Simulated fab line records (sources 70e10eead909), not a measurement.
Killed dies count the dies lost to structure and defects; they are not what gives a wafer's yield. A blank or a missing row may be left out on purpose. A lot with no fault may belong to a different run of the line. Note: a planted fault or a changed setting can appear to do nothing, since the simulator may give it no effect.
Code-filled problem report in 8D (eight disciplines) form    flow nandHarc    the parts of the form that need people (team, actions taken, sign-off) are left out

== 1. WHAT WENT WRONG ==
killedDies at NHARC_END_SORT_01 reads a mean of 164 on 2 wafers of 2 lots; wafers without a fault read 64 with a standard deviation of 16. Relative to the usual mean, that is a shift of +6.2 standard deviations.
Seen first at day 28 15:56 on prober-01, wafer L602.5. Wafers with a number at this step in the record: 16, from 6 lots. The rule behind "out" and "out of limits": a value lying over 4 standard deviations away from the usual mean. Any other wafer with a number is counted as sound.

== 2. WHAT IT IS; WHAT IT IS NOT ==
question                     is                         is not
which readings at this step  killedDies, killedAtArray  killedAtOther, killedAtPeriphery, killedOpen, killedShort
which lots                   L602, L603                 L599, L600, L601, L611
which wafers of those lots   L602.5, L603.5             L602.6, L603.6
read on which gauges         prober-01, prober-02       -
when                         from day 28 15:56          up to then (9 sound wafers); but 5 sound wafers of L602, L603, L611 came after

== 3. SUSPECTS, AND WHAT RULES EACH OUT ==
Counting: any tool at a process step up to the reading remains a suspect provided it ran every lot that is out. Sound lots after the first of them don't rule it out here, since some wafers of a struck lot are sound.
- the gauge at NHARC_END_SORT_01: ruled out. 2 gauges (prober-01, prober-02) read the wafers that are out.
- harCapEtch-02 at NHARC_A_CONTACT_ETCH_133 (etches the open film in C4F8/O2/Ar, time 374 s, target depth 1610 nm): kept. It ran every lot that is out, first L602 (day 25 20:32); its last sound lot up to then is L601 (day 25 07:29).
- rieDiel-02 at NHARC_A_CONTACT_DESCUM_13 (chemistry O2, time 3 s): kept. It ran every lot that is out, first L602 (day 26 04:54); its last sound lot up to then is L600 (day 25 13:23).
- rieDiel-02 at NHARC_A_CONTACT_ETCH_88 (etches the open film in CF4, target depth 39 nm, time 65 s): kept. It ran every lot that is out, first L602 (day 26 05:08); its last sound lot up to then is L600 (day 25 13:29).
- rieDiel-02 at NHARC_A_CONTACT_ETCH_89 (etches the open film in N2/H2, target depth 260 nm, time 475.3 s): kept. It ran every lot that is out, first L602 (day 28 15:56); its last sound lot up to then is L600 (day 27 14:58). With no start given for some of its lots, NHARC_A_CONTACT_ETCH_89 uses the hours and lot order of NHARC_END_SORT_01.
- The sound lot-mates ran in chamber 0 of harCapEtch-02 at NHARC_A_CONTACT_ETCH_133, but the wafers that are out ran in chamber 1.
- Within rieDiel-02 at NHARC_A_CONTACT_DESCUM_13: the wafers that are out ran in chambers 0, 2; their sound lot-mates ran in chamber 1.
- Within rieDiel-02 at NHARC_A_CONTACT_ETCH_88: the wafers that are out ran in chambers 1, 3; their sound lot-mates ran in chambers 0, 2.
- Within rieDiel-02 at NHARC_A_CONTACT_ETCH_89: the wafers that are out ran in chambers 1, 3; their sound lot-mates ran in chambers 0, 2.
Left after counting: harCapEtch-02 at NHARC_A_CONTACT_ETCH_133, rieDiel-02 at NHARC_A_CONTACT_DESCUM_13, rieDiel-02 at NHARC_A_CONTACT_ETCH_88, rieDiel-02 at NHARC_A_CONTACT_ETCH_89.

== 4. THE CAUSE (what the simulator had put in) ==
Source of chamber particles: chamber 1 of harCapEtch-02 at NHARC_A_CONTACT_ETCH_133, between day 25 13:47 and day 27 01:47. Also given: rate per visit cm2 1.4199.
4 suspects survive the count, and this tool is in that group.

== 5. THE EFFECT CHAIN, in route order ==
Each row: a reading whose mean over the struck wafers that have a number lies more than 3 standard deviations from the usual. Readings are gone through only where the record gives a usual standard deviation; hours: the median, over the lots, of the time from a lot's start at the first step in this table giving one to that lot's start at this step; sigmas: the change measured in usual standard deviations.
hours  step               reading        usual  on struck wafers  change  sigmas
0      NHARC_END_SORT_01  killedAtArray  59     158               +100    +6.2
0      NHARC_END_SORT_01  killedDies     64     164               +100    +6.2

== 6. HOW IT WOULD HAVE BEEN CAUGHT EARLIER ==
74 hours passed between the start of the fault at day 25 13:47 and the first reading out of limits at a measuring or inspecting step in this record, taken at day 28 15:56.
All the lots that are out (2) had begun NHARC_A_CONTACT_ETCH_133 on harCapEtch-02 by day 28 15:56. Had the tool been put on hold then, not one of them would have been saved.
